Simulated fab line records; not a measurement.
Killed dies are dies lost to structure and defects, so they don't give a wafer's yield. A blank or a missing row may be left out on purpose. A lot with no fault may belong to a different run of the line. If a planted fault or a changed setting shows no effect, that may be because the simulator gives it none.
Comparing a struck lot with a sound one :: flow nandHarc :: 22 steps out of a route of 1302
Sound: these wafers, L843.3, L843.4, L843.5. The struck wafers were L856.2, L856.5, L856.6. At the end, the cause is stated.
Order at every step that has rows: each side's tool, ch and its chambers, its first start. Under that, the readings that differ: sound wafers :: struck wafers :: difference of the means :: sigmas: that difference in standard deviations of wafers without a fault.
alike: readings with means less than 2 such deviations apart, plus words and numbers identical on both sides. not compared: withheld readings, readings lacking a value on some wafer, bounds such as >300 that could conceal the same value, and numbers that have no deviation in the record and whose values overlap.
A row with sigmas, a row that says differs or no value, or rows on one side alone: a step with any of these is where the two part. Numbers that have no deviation but don't overlap get no sigmas and don't part them. A reading that every wafer of one side lacks parts them only if that side has two wafers or more.

NHARC_P_CONTACT_CVD_23: deposits W, target thk 200 nm, time 557 s.
  sound: cvdW-02 ch 0,1; struck: cvdW-01 ch 0,1
  alike: heaterPowerW, throttleValvePct
NHARC_P_CONTACT_CMP_24: polishes, t overpolish 30 s, target thk 200 nm.
  sound on cmp-03 ch 0,2, day 8 14:24; struck on cmp-03 ch 0,1,3, day 13 23:59
  alike: motorCurrentA, overpolishRunS, timeToEndpointS
following that, these wafers have no rows for 1 step: NHARC_P_CONTACT_SRD_26.
NHARC_P_CONTACT_INSPECT_27:
  sound on defectInspect-02, day 8 14:49; struck on defectInspect-01, day 14 00:20
reading: rawDefectCount
sound: 145 177 216
struck: 627 276 561
difference: +309
sigmas: +3
then, 7 steps without rows for these wafers: NHARC_P_M0_DEP_00 (deposits SiOC, target thk 150 nm); NHARC_P_M0_DEHYDRATE_01 (time 120 s); NHARC_P_M0_HMDS_02 (time 30 s); NHARC_P_M0_COAT_33 (time 65 s); NHARC_P_M0_COAT_03 (resist thk 90 nm); NHARC_P_M0_SOFTBAKE_04 (time 55 s); NHARC_P_M0_EBR_05.
NHARC_P_M0_EXPOSE_06: exposes mask P M0, target cd 90 nm.
  sound on arfiScanner-02 ch 0, day 8 15:27; struck on arfiScanner-03 ch 0, day 14 00:59
reading: exposureDoseMJCm2
sound: 81.29 81.34 81.37
struck: 101.54 101.53 101.57
difference: +20.21
sigmas: +99 or more
  alike: mask
then, 2 steps without rows for these wafers: NHARC_P_M0_PEB_07 (peb time 65 s); NHARC_P_M0_DEVELOP_08 (develop time 35 s).
NHARC_P_M0_CD_MEAS_09: the cd target is 90 nm.
  sound on cdSem-01 ch 0, day 8 15:35; struck on cdSem-02 ch 0, day 14 01:07
reading: cdNm (nm)
sound: 89.0 89.1 89.4
struck: 104.0 103.3 104.4
difference: +14.7
sigmas: +26
NHARC_P_M0_OVL_MEAS_10: pitch 180 nm.
  sound on overlay-01, day 8 15:40; struck on overlay-02, day 14 01:12
  alike: overlayXNm, overlayYNm
NHARC_P_M0_INSPECT_11:
  sound on defectInspect-01, day 8 15:43; struck on defectInspect-01, day 14 01:14
  alike: rawDefectCount
NHARC_P_M0_DESCUM_14: chemistry O2, time 3 s.
  sound on rieDiel-11 ch 0,1, day 8 15:47; struck on rieDiel-11 ch 1,2, day 14 01:30
reading: model.P_M0.cdNm (nm)
sound: 89.47 89.69 89.67
struck: 103.9 103.6 103.9
difference: +14.2
sigmas: 
  alike: drypumpMotorCurrentA, oesProductAu, rfVppV, showerheadPlenumPTorr, throttleValvePct
  not compared: rfHoursCounterH
NHARC_P_M0_ETCH_34: etches the open film in N2/H2, target depth 40 nm, overetch 12 nm, time 43.94 s.
  sound on rieDiel-11 ch 0,1,2, day 8 15:52; struck on rieDiel-11 ch 0,1,2, day 14 01:36
  alike: drypumpMotorCurrentA, oesProductAu, rfVppV, showerheadPlenumPTorr, throttleValvePct
  not compared: rfHoursCounterH
NHARC_P_M0_ETCH_15: etches the open film in C4F8/Ar, target depth 150 nm, overetch 15 nm, time 82.5 s.
  sound: rieDiel-11 ch 0,2; struck: rieDiel-11 ch 0,1,2
reading: model.P_M0.cdNm (nm)
sound: 89.72 89.29 89.82
struck: 103.8 103.4 103.7
difference: +14.0
sigmas: 
  alike: oesProductAu, rfVppV
  not compared: rfHoursCounterH
NHARC_P_M0_CD_MEAS_16:
  sound on cdSem-03, day 8 16:07; struck on cdSem-03, day 14 01:48
reading: cdNm (nm)
sound: 89.8 89.4 89.6
struck: 104.1 103.0 103.8
difference: +14.0
sigmas: +20
-- jump in the record: it breaks off in module P_M0 and resumes in module END (first step shown: number 1302 of the route), and 19 days separate the struck wafers' starts before and after --
NHARC_END_SORT_01:
  sound on prober-02 ch 0, day 26 22:47; struck on prober-01 ch 0, day 32 18:44
  alike: defectLimitedYield, killedAtArray, killedAtOther, killedAtPeriphery, killedDies, killedOpen, killedShort

## WHERE THEY PART
Last at NHARC_P_M0_CD_MEAS_16 as far as this record goes, first at NHARC_P_CONTACT_INSPECT_27. Later steps at which nothing parts them and some readings are alike: NHARC_END_SORT_01.

WHY: what had been put in by the simulator
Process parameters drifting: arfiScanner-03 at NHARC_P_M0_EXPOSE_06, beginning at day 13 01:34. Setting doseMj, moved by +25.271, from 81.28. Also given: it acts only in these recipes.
